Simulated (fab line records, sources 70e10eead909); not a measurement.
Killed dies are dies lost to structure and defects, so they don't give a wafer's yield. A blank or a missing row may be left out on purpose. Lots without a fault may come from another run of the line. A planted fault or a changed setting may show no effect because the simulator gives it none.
fab line records | flow nand_harc
record lots=24 wafers=72 last_day=34
route steps=1302 shown P_M1@300 P_M2@330 P_BONDPAD@352
lots that met no fault: from a run of the same line without faults
start_h: hours from the record's first day to the start of the lot's first wafer shown | wait_h: hours since the lot's step before | " the same as in the row above | L1.1+2: a row that stands for several wafers | - no value, or no start given | * or withheld: withheld | < > ~ a bound
route shown NAME@n: a module of which the file shows steps, and the number in the route of the first | usual: mean/standard deviation of fault-free wafers | same: alike in all rows | chamber/n: place in a boat | sites: the reading at each site | _std_site: their standard deviation | _edge_site: outer sites' mean less inner sites' | radius_mm: how far each site lies from the wafer's centre | mask NAME#n: copy n | behind: the tool/chamber that last shaped the wafer | hold: why the lot was held/for how many hours/how that ended | device: the transistor (n, p or np) that didn't switch | end of line: the same wafers' tests at the end of the route | a step without rows: its recipe alone | killed: dies lost to structure and defects at the first sort, not the wafer's yield | map: a wafer's dies, x killed, . not, _ none there
set.NAME: the setting as run; set.NAME@STEP: as run at that earlier step | model.NAME: the simulator's own value behind a step, which no gauge read
steps of the route over a sample of lots; a table a step, a row a wafer
services: from which hour (start_h, from the record's first day; less than 0 if before it) a tool's chamber was out of use, for how many hours, and why
## steps
# step NHARC_P_M1_ETCH_15
# recipe target_depth_a=1825 time_s=91.2 c4f8_flow_sccm=withheld ar_flow_sccm=400 rf_w=600 bias_w=300 chemistry=C4F8/Ar
# usual oes_product_au=0.952/0.02 rf_vpp_V=440.9/2.3
# columns lot.wafer tool chamber start_h wait_h oes_product_au rf_hours_counter_h rf_vpp_V
L074.3 rie_diel-02 0 - - 0.943 6 442.5
L074.6 " 2 " " 0.946 - 441.7
L074.5 " 3 " " 0.959 - 443.0
L076.2 rie_diel-02 1 - - 0.956 8 438.9
L076.3 " 0 " " 0.950 8 440.5
L076.6 " 2 " " 0.981 - 441.6
L075.2 rie_diel-04 3 - - 0.929 42 445.6
L075.5 " 3 " " 0.914 - 446.2
L075.6 " 0 " " 0.924 - 439.3
L077.2 rie_diel-01 3 - - 0.921 8 439.5
L077.6 " 0 " " 0.925 - 440.7
L077.5 " 1 " " 0.939 - 439.8
L078.4 rie_diel-02 2 - - 0.967 11 441.1
L078.1 " 0 " " 0.979 10 440.9
L078.6 " 2 " " 0.952 - 442.0
L079.1 rie_diel-02 1 - - 0.980 11 439.4
L079.3 " 0 " " 0.977 10 441.6
L079.5 " 2 " " 0.959 - 440.8
L080.1 rie_diel-01 0 - - 0.979 11 441.8
L080.3 " 2 " " 0.987 9 443.2
L080.2 " 3 " " 0.961 10 441.0
L081.1 rie_diel-02 0 - - 0.955 12 440.0
L081.3 " 1 " " 0.969 12 437.2
L081.6 " 3 " " 0.957 - 443.5
L082.4 rie_diel-02 1 - - 0.921 12 438.3
L082.2 " 0 " " 0.922 12 440.9
L082.6 " 1 " " 0.927 - 436.6
L083.2 rie_diel-01 1 - - 0.979 0 437.4
L083.4 " 2 " " 0.960 0 444.5
L083.5 " 0 " " 0.963 - 442.1
L084.2 rie_diel-01 0 - - 0.978 1 442.3
L084.4 " 1 " " 0.978 1 437.3
L084.1 " 2 " " 0.964 1 445.9
L085.2 rie_diel-02 2 - - 0.948 2 440.9
L085.3 " 3 " " 0.983 2 442.9
L085.4 " 1 " " 0.971 0 437.2
L086.2 rie_diel-01 1 - - 0.951 2 437.6
L086.5 " 1 " " 0.943 - 436.7
L086.4 " 2 " " 0.946 - 444.9
L087.2 rie_diel-01 1 - - 0.957 3 437.9
L087.1 " 2 " " 0.951 3 442.8
L087.3 " 0 " " 0.963 3 440.2
L089.2 rie_diel-01 2 - - 0.952 3 442.9
L089.1 " 0 " " 0.957 3 441.7
L089.5 " 2 " " 0.954 - 443.7
L088.3 rie_diel-02 0 - - 0.954 6 441.1
L088.1 " 2 " " 0.946 6 440.0
L088.2 " 3 " " 0.958 6 441.9
L090.2 rie_diel-01 2 - - 0.957 5 441.1
L090.5 " 0 " " 0.966 - 440.4
L090.6 " 1 " " 0.953 - 437.5
L091.1 rie_diel-04 0 - - 0.928 32 439.5
L091.3 " 3 " " 0.921 43 443.9
L091.5 " 1 " " 0.923 - 436.4
L092.1 rie_diel-01 2 - - 0.961 7 444.8
L092.4 " 2 " " 0.966 - 443.0
L092.6 " 3 " " 0.968 - 440.1
L093.3 rie_diel-02 3 - - 0.921 10 442.2
L093.2 " 0 " " 0.931 10 440.5
L093.5 " 3 " " 0.921 - 441.7
L094.4 rie_diel-02 0 - - 0.922 11 441.6
L094.3 " 1 " " 0.929 8 437.6
L094.6 " 2 " " 0.931 - 440.1
L095.4 rie_diel-02 2 - - 0.985 12 442.1
L095.1 " 3 " " 0.962 11 443.4
L095.5 " 3 " " 0.960 - 443.2
L097.3 rie_diel-02 3 - - 0.934 13 442.3
L097.4 " 3 " " 0.941 - 442.6
L097.6 " 2 " " 0.937 - 441.4
L096.3 rie_diel-02 2 - - 0.918 16 441.2
L096.2 " 3 " " 0.930 16 442.7
L096.6 " 1 " " 0.927 - 438.4
# step NHARC_P_M1_PVD_20
# recipe target_thk_a=50 bias_v=168.6 power_w=15000 chamber_pressure_pa=0.12 time_s=8.06 substrate_temp_c=50 material=TaN
# usual throttle_valve_pct=30.3/1.5
# columns lot.wafer tool chamber start_h wait_h throttle_valve_pct
L074.3 pvd_sputter-01 - - - 29.1
L074.5 " - " " 27.4
L074.6 " - " " 29.4
L076.3 pvd_sputter-01 - - - 31.5
L076.2 " - " " 27.5
L076.6 " - " " 27.5
L075.2 pvd_sputter-03 - - - 31.8
L075.6 " - " " 31.1
L075.5 " - " " 32.2
L077.2 pvd_sputter-02 - - - 31.3
L077.5 " - " " 30.2
L077.6 " - " " 30.6
L078.4 pvd_sputter-01 - - - 29.6
L078.1 " - " " 29.4
L078.6 " - " " 31.8
L079.3 pvd_sputter-02 - - - 30.5
L079.1 " - " " 30.2
L079.5 " - " " 30.2
L080.3 pvd_sputter-02 - - - 29.9
L080.1 " - " " 30.3
L080.2 " - " " 31.4
L081.3 pvd_sputter-02 - - - 30.3
L081.1 " - " " 31.1
L081.6 " - " " 30.3
L082.4 pvd_sputter-03 - - - 31.3
L082.2 " - " " 32.6
L082.6 " - " " 31.2
L083.2 pvd_sputter-01 - - - 27.5
L083.4 " - " " 29.4
L083.5 " - " " 27.5
L084.4 pvd_sputter-03 - - - 31.6
L084.2 " - " " 32.7
L084.1 " - " " 31.3
L085.3 pvd_sputter-01 - - - 30.3
L085.2 " - " " 30.3
L085.4 " - " " 27.4
L086.2 pvd_sputter-03 - - - 32.7
L086.4 " - " " 32.1
L086.5 " - " " 32.8
L087.3 pvd_sputter-01 - - - 30.0
L087.1 " - " " 31.5
L087.2 " - " " 27.5
L089.2 pvd_sputter-01 - - - 31.6
L089.1 " - " " 27.3
L089.5 " - " " 30.4
L088.2 pvd_sputter-01 - - - 27.2
L088.1 " - " " 30.2
L088.3 " - " " 30.2
L090.2 pvd_sputter-01 - - - 30.6
L090.5 " - " " 27.4
L090.6 " - " " 30.9
L091.3 pvd_sputter-03 - - - 31.7
L091.1 " - " " 32.5
L091.5 " - " " 31.9
L092.1 pvd_sputter-01 - - - 27.4
L092.4 " - " " 30.3
L092.6 " - " " 31.7
L093.3 pvd_sputter-03 - - - 31.2
L093.2 " - " " 31.7
L093.5 " - " " 32.9
L094.3 pvd_sputter-01 - - - 30.5
L094.4 " - " " 30.1
L094.6 " - " " 27.5
L095.4 pvd_sputter-01 - - - 27.6
L095.1 " - " " 30.3
L095.5 " - " " 30.8
L097.4 pvd_sputter-01 - - - 31.6
L097.3 " - " " 27.5
L097.6 " - " " 30.0
L096.2 pvd_sputter-01 - - - 31.3
L096.3 " - " " 30.2
L096.6 " - " " 31.6
# step NHARC_P_M1_CMP_23
# recipe t_overpolish_s=20 target_thk_nm=157.82
# usual motor_current_A=12.0/1 slurry_filter_dp_kPa=13.49/0.13 time_to_endpoint_s=28.0/2.3
# columns lot.wafer tool chamber start_h wait_h motor_current_A slurry_filter_dp_kPa time_to_endpoint_s
L074.3 cmp-02 3 129.70 - 10.5 13.63 27.3
L074.5 " 2 " " 10.7 13.55 26.7
L074.6 " 3 " " 10.5 13.52 25.6
L076.3 cmp-01 0 143.85 - 13.5 13.41 28.8
L076.2 " 1 " " 11.6 13.41 28.6
L076.6 " 3 " " 13.2 13.52 28.0
L075.2 cmp-04 1 144.62 - 12.6 13.53 25.3
L075.6 " 2 " " 11.8 13.49 25.3
L075.5 " 3 " " 12.0 13.44 25.9
L077.2 cmp-04 2 155.64 - 12.0 13.54 26.5
L077.5 " 0 " " 10.6 13.58 28.2
L077.6 " 1 " " 12.8 13.45 25.7
L078.4 cmp-02 3 168.71 - 10.8 13.25 26.2
L078.1 " 2 " " 10.6 13.75 26.2
L078.6 " 3 " " 10.9 13.61 25.5
L079.1 cmp-01 1 179.28 - 11.8 13.14 29.0
L079.3 " 0 " " 13.7 13.47 25.4
L079.5 " 1 " " 11.9 13.68 27.1
L080.3 cmp-01 3 186.92 - 12.7 13.53 28.2
L080.1 " 0 " " 14.2 13.42 29.0
L080.2 " 1 " " 11.3 13.58 30.8
L081.3 cmp-04 0 202.35 - 10.6 13.51 32.7
L081.1 " 1 " " 12.2 13.31 28.2
L081.6 " 2 " " 11.9 13.65 28.5
L082.2 cmp-01 3 203.17 - 13.7 13.61 28.7
L082.4 " 0 " " 13.2 13.73 29.4
L082.6 " 3 " " 12.5 13.53 31.9
L083.4 cmp-02 0 216.77 - 12.9 13.37 22.9
L083.2 " 1 " " 11.6 13.27 27.8
L083.5 " 3 " " 11.3 13.30 25.9
L084.2 cmp-01 2 225.55 - 10.8 13.37 29.1
L084.4 " 3 " " 12.7 13.57 25.8
L084.1 " 0 " " 13.4 13.38 28.0
L085.3 cmp-01 0 239.27 - 13.2 13.61 31.0
L085.2 " 2 " " 11.0 13.51 25.5
L085.4 " 3 " " 13.3 13.54 27.2
L086.2 cmp-01 2 242.88 - 11.4 13.45 30.2
L086.4 " 0 " " 13.8 13.35 30.2
L086.5 " 1 " " 12.0 13.40 32.7
L087.1 cmp-01 2 255.98 - 10.9 13.70 25.5
L087.3 " 0 " " 13.6 13.46 28.3
L087.2 " 1 " " 11.5 13.35 29.7
L089.2 cmp-04 2 274.33 - 12.2 13.41 33.3
L089.1 " 3 " " 11.7 13.24 29.9
L089.5 " 3 " " 12.0 13.57 30.8
L088.1 cmp-04 2 280.01 - 12.5 13.58 27.8
L088.3 " 0 " " 11.4 13.67 30.6
L088.2 " 1 " " 13.4 13.35 27.9
L090.2 cmp-04 3 286.72 - 12.0 13.45 26.7
L090.5 " 1 " " 12.1 13.41 29.1
L090.6 " 2 " " 12.1 13.41 27.8
L091.1 cmp-02 2 301.99 - 10.1 13.42 24.0
L091.3 " 0 " " 13.6 13.66 26.8
L091.5 " 2 " " 11.1 13.45 25.9
L092.4 cmp-01 3 312.16 - 13.9 13.29 26.6
L092.1 " 1 " " 11.2 13.46 25.6
L092.6 " 0 " " 13.2 13.52 27.9
L093.3 cmp-01 2 316.81 - 10.8 13.44 28.7
L093.2 " 3 " " 13.3 13.42 31.1
L093.5 " 0 " " 13.7 13.58 32.3
L094.4 cmp-02 1 328.20 - 11.7 13.53 29.3
L094.3 " 3 " " 10.3 13.53 27.9
L094.6 " 1 " " 12.0 13.13 28.5
L095.1 cmp-04 0 333.80 - 11.2 13.75 32.7
L095.4 " 1 " " 12.3 13.48 32.4
L095.5 " 0 " " 11.8 13.45 31.1
L097.3 cmp-04 1 355.91 - 12.7 13.36 27.9
L097.4 " 3 " " 12.2 13.44 28.1
L097.6 " 0 " " 10.2 13.55 31.3
L096.3 cmp-04 1 381.52 - 12.2 13.53 28.0
L096.2 " 3 " " 11.7 13.61 27.5
L096.6 " 2 " " 11.9 13.46 26.3
# step NHARC_P_M2_INSPECT_11
# usual raw_defect_count=4/3.1
# columns lot.wafer tool chamber start_h wait_h raw_defect_count
L074.3 defect_inspect-01 - 131.63 0.0 3
L074.5 " - " " 2
L074.6 " - " " 1
L076.2 defect_inspect-01 - 145.65 0.0 3
L076.3 " - " " 3
L076.6 " - " " 4
L075.2 defect_inspect-02 - 146.53 0.0 4
L075.5 " - " " 5
L075.6 " - " " 3
L077.2 defect_inspect-02 - 157.58 0.0 3
L077.5 " - " " 1
L077.6 " - " " 2
L078.1 defect_inspect-01 - 170.57 0.0 2
L078.4 " - " " 4
L078.6 " - " " 7
L079.1 defect_inspect-01 - 181.24 0.0 5
L079.3 " - " " 1
L079.5 " - " " 4
L080.1 defect_inspect-01 - 188.74 0.0 6
L080.2 " - " " 3
L080.3 " - " " 1
L081.1 defect_inspect-01 - 204.18 0.1 6
L081.3 " - " " 7
L081.6 " - " " 7
L082.2 defect_inspect-01 - 205.12 0.0 2
L082.4 " - " " 4
L082.6 " - " " 5
L083.2 defect_inspect-01 - 218.78 0.0 16
L083.4 " - " " 7
L083.5 " - " " 8
L084.1 defect_inspect-01 - 227.68 0.0 7
L084.2 " - " " 8
L084.4 " - " " 10
L085.2 defect_inspect-01 - 241.21 0.0 1
L085.3 " - " " 3
L085.4 " - " " 4
L086.2 defect_inspect-02 - 244.82 0.0 4
L086.4 " - " " 2
L086.5 " - " " 6
L087.1 defect_inspect-02 - 257.97 0.0 8
L087.2 " - " " 6
L087.3 " - " " 5
L089.1 defect_inspect-01 - 276.32 0.0 2
L089.2 " - " " 3
L089.5 " - " " 4
L088.1 defect_inspect-02 - 282.13 0.0 3
L088.2 " - " " 5
L088.3 " - " " 6
L090.2 defect_inspect-02 - 288.65 0.0 2
L090.5 " - " " 3
L090.6 " - " " 2
L091.1 defect_inspect-01 - 304.00 0.0 3
L091.3 " - " " 8
L091.5 " - " " 3
L092.1 defect_inspect-02 - 314.13 0.0 14
L092.4 " - " " 6
L092.6 " - " " 6
L093.2 defect_inspect-01 - 318.72 0.0 5
L093.3 " - " " 6
L093.5 " - " " 8
L094.3 defect_inspect-02 - 330.15 0.0 7
L094.4 " - " " 3
L094.6 " - " " 1
L095.1 defect_inspect-02 - 335.74 0.0 8
L095.4 " - " " 1
L095.5 " - " " 4
L097.3 defect_inspect-02 - 357.73 0.0 2
L097.4 " - " " 2
L097.6 " - " " 5
L096.2 defect_inspect-02 - 383.51 0.0 9
L096.3 " - " " 5
L096.6 " - " " 3
# step NHARC_P_M2_CD_MEAS_16
# usual cd_nm=169.9/0.72
# columns lot.wafer tool chamber start_h wait_h cd_nm
L074.3 cd_sem-03 - 132.00 - 170.5
L074.5 " - " " 170.8
L074.6 " - " " 170.3
L076.2 cd_sem-01 - 146.06 - 170.0
L076.3 " - " " 170.1
L076.6 " - " " 169.4
L075.2 cd_sem-03 - 146.94 - 169.8
L075.5 " - " " 170.3
L075.6 " - " " 169.1
L077.2 cd_sem-01 - 157.95 - 168.8
L077.5 " - " " 168.8
L077.6 " - " " 169.2
L078.1 cd_sem-02 - 170.93 - 169.6
L078.4 " - " " 169.5
L078.6 " - " " 171.1
L079.1 cd_sem-02 - 181.61 - 170.2
L079.3 " - " " 170.5
L079.5 " - " " 170.4
L080.1 cd_sem-02 - 189.11 - 169.8
L080.2 " - " " 169.5
L080.3 " - " " 169.4
L081.1 cd_sem-03 - 204.55 - 170.5
L081.3 " - " " 170.1
L081.6 " - " " 170.7
L082.2 cd_sem-03 - 205.49 - 170.5
L082.4 " - " " 171.1
L082.6 " - " " 170.1
L083.2 cd_sem-02 - 219.15 - 169.6
L083.4 " - " " 169.8
L083.5 " - " " 169.7
L084.1 cd_sem-03 - 228.05 - 169.8
L084.2 " - " " 170.4
L084.4 " - " " 169.8
L085.2 cd_sem-02 - 241.58 - 170.0
L085.3 " - " " 169.3
L085.4 " - " " 169.5
L086.2 cd_sem-01 - 245.19 - 169.7
L086.4 " - " " 169.6
L086.5 " - " " 170.1
L087.1 cd_sem-03 - 258.33 - 170.0
L087.2 " - " " 169.0
L087.3 " - " " 170.0
L089.1 cd_sem-01 - 276.69 - 170.2
L089.2 " - " " 169.5
L089.5 " - " " 170.4
L088.1 cd_sem-01 - 282.50 - 169.5
L088.2 " - " " 169.0
L088.3 " - " " 170.0
L090.2 cd_sem-01 - 289.06 - 170.7
L090.5 " - " " 169.7
L090.6 " - " " 170.3
L091.1 cd_sem-03 - 304.37 - 168.6
L091.3 " - " " 168.0
L091.5 " - " " 168.2
L092.1 cd_sem-03 - 314.60 - 170.5
L092.4 " - " " 169.5
L092.6 " - " " 170.3
L093.2 cd_sem-03 - 319.09 - 169.2
L093.3 " - " " 169.3
L093.5 " - " " 168.0
L094.3 cd_sem-02 - 330.52 - 171.2
L094.4 " - " " 170.6
L094.6 " - " " 171.0
L095.1 cd_sem-01 - 336.11 - 169.6
L095.4 " - " " 170.3
L095.5 " - " " 169.6
L097.3 cd_sem-01 - 358.11 - 170.5
L097.4 " - " " 170.8
L097.6 " - " " 169.8
L096.2 cd_sem-02 - 383.87 - 170.5
L096.3 " - " " 170.3
L096.6 " - " " 170.2
# step NHARC_P_BONDPAD_CMP_32
# recipe target_thk_nm=200 material=SiCN
# usual motor_current_A=12.0/1.2 slurry_filter_dp_kPa=13.50/0.13
# columns lot.wafer tool chamber start_h wait_h motor_current_A slurry_filter_dp_kPa
L074.3 cmp-01 0 135.23 - 14.3 13.62
L074.5 " 0 " " 13.5 13.50
L074.6 " 1 " " 11.3 13.62
L076.3 cmp-03 3 149.49 - 11.3 13.51
L076.2 " 0 " " 12.8 13.41
L076.6 " 0 " " 12.9 13.64
L075.2 cmp-01 0 150.26 - 14.1 13.62
L075.5 " 3 " " 13.0 13.59
L075.6 " 0 " " 13.7 13.57
L077.2 cmp-01 2 161.25 - 11.0 13.56
L077.6 " 0 " " 12.9 13.42
L077.5 " 1 " " 11.6 13.88
L078.1 cmp-03 1 174.26 - 10.7 13.38
L078.4 " 2 " " 13.1 13.58
L078.6 " 0 " " 12.4 13.33
L079.3 cmp-01 3 185.12 - 12.3 13.38
L079.1 " 0 " " 13.1 13.55
L079.5 " 1 " " 11.5 13.48
L080.3 cmp-02 0 192.36 - 13.7 13.31
L080.1 " 1 " " 11.6 13.19
L080.2 " 3 " " 10.9 13.72
L081.3 cmp-02 3 207.79 - 10.9 13.39
L081.1 " 1 " " 11.9 13.49
L081.6 " 0 " " 13.8 13.56
L082.2 cmp-03 2 208.76 - 12.5 13.64
L082.4 " 3 " " 11.5 13.30
L082.6 " 3 " " 10.7 13.43
L083.4 cmp-03 0 222.55 0.4 12.4 13.42
L083.2 " 1 " " 10.4 13.48
L083.5 " 3 " " 11.8 13.52
L084.2 cmp-03 0 231.33 - 13.2 13.54
L084.4 " 1 " " 10.1 13.28
L084.1 " 2 " " 12.7 13.55
L085.3 cmp-03 3 244.96 - 11.0 13.45
L085.2 " 0 " " 12.4 13.41
L085.4 " 1 " " 10.8 13.49
L086.4 cmp-01 3 248.43 - 13.9 13.56
L086.2 " 0 " " 13.9 13.58
L086.5 " 3 " " 13.2 13.48
L087.1 cmp-01 3 261.56 - 13.1 13.48
L087.3 " 0 " " 14.3 13.44
L087.2 " 1 " " 11.5 13.62
L089.2 cmp-02 2 280.05 - 11.3 13.70
L089.1 " 3 " " 10.9 13.14
L089.5 " 0 " " 13.6 13.52
L088.1 cmp-03 1 285.79 - 10.8 13.35
L088.3 " 3 " " 10.8 13.49
L088.2 " 0 " " 13.1 13.66
L090.2 cmp-03 1 292.37 - 10.8 13.49
L090.6 " 0 " " 12.1 13.68
L090.5 " 1 " " 10.4 13.42
L091.1 cmp-03 2 307.73 - 13.7 13.62
L091.3 " 0 " " 12.7 13.46
L091.5 " 2 " " 13.2 13.60
L092.4 cmp-03 1 317.86 - 10.9 13.52
L092.1 " 2 " " 13.6 13.72
L092.6 " 0 " " 11.8 13.54
L093.3 cmp-02 1 323.16 - 12.5 13.50
L093.2 " 3 " " 10.5 13.59
L093.5 " 1 " " 11.5 13.35
L094.4 cmp-02 1 333.75 - 11.5 13.38
L094.3 " 3 " " 10.6 13.56
L094.6 " 1 " " 11.9 13.67
L095.4 cmp-02 1 339.36 - 11.6 13.65
L095.1 " 2 " " 10.9 13.68
L095.5 " 0 " " 13.1 13.38
L097.3 cmp-02 1 361.54 0.3 12.1 13.73
L097.4 " 2 " " 10.7 13.53
L097.6 " 0 " " 13.6 13.60
L096.3 cmp-03 2 387.12 - 14.3 13.40
L096.2 " 0 " " 12.2 13.48
L096.6 " 2 " " 13.0 13.77
## services
# columns tool chamber start_h hours kind
cmp-01 - 106.54 0.4 repair
cmp-02 - 147.89 4.0 pm
cmp-03 - 162.84 4.0 pm
cmp-02 - 187.21 0.4 repair
cmp-01 - 187.55 4.0 pm
cmp-03 - 189.13 4.5 repair
pvd_sputter-01 - 211.88 1.0 repair
rie_diel-02 - 212.02 0.8 repair
pvd_sputter-01 - 214.40 1.0 repair
rie_diel-02 - 216.70 9.0 pm
pvd_sputter-01 - 226.00 10.0 pm
cmp-02 - 245.89 4.0 pm
cmp-03 - 260.84 4.0 pm
cmp-02 - 275.55 2.2 repair
cmp-01 - 285.55 4.0 pm
pvd_sputter-01 - 302.94 0.7 repair
cmp-02 - 310.13 2.6 repair
cmp-03 - 336.58 4.1 repair
cmp-02 - 343.89 4.0 pm
cmp-01 - 351.36 0.7 repair
cmp-03 - 358.84 4.0 pm
cmp-01 - 375.17 5.0 repair
cmp-03 - 378.24 2.0 repair
cmp-01 - 383.55 4.0 pm
## key
fault none
